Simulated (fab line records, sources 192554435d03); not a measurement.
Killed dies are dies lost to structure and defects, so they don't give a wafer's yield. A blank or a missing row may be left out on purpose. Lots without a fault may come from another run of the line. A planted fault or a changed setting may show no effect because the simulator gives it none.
Chamber matching | flow n5_finfet | N5_SDB_STRIP_21 on rie_diel-02: 4 sister chambers
The step strips in CF4. 4 wafers are shown with their chamber, then 7 later ones without.

WAFERS WITH THEIR CHAMBER
wafer  | chamber | drypump_motor_current_A (A)
L086.1 | 0       | 5.2
L086.2 | 1       | 5.5
L088.2 | 2       | 6.5
L088.3 | 3       | 5.1

WAFERS WITHOUT THEIR CHAMBER
wafer  | drypump_motor_current_A (A)
L088.5 | 6.5
L090.1 | 5.1
L090.3 | 5.5
L090.6 | 5.1
L093.1 | 6.4
L093.4 | 5.5
L093.5 | 5.5

WHICH CHAMBER EACH WENT THROUGH
wafer  | from the rows above | in truth
L088.5 | 2                   | 2
L090.1 | 3                   | 3
L090.3 | 1                   | 1
L090.6 | 3                   | 3
L093.1 | 2                   | 2
L093.4 | 1                   | 1
L093.5 | 1                   | 1
Placed correctly: 7 of 7. Can't be placed from these rows: 0. Placed wrongly: 0.
How it was worked out, from the rows above alone: a wafer's distance from a chamber is the root of the sum, over the readings, of the square of ((its reading less the chamber's mean) divided by the reading's scatter). The wafer belongs to the nearest chamber; if the next one is less than 2 further off, it can't be placed. A chamber's mean is the mean of its shown wafers. The scatter: with one shown wafer a chamber, the root of the mean of the squares of how far each hidden wafer lies from its nearest shown one.
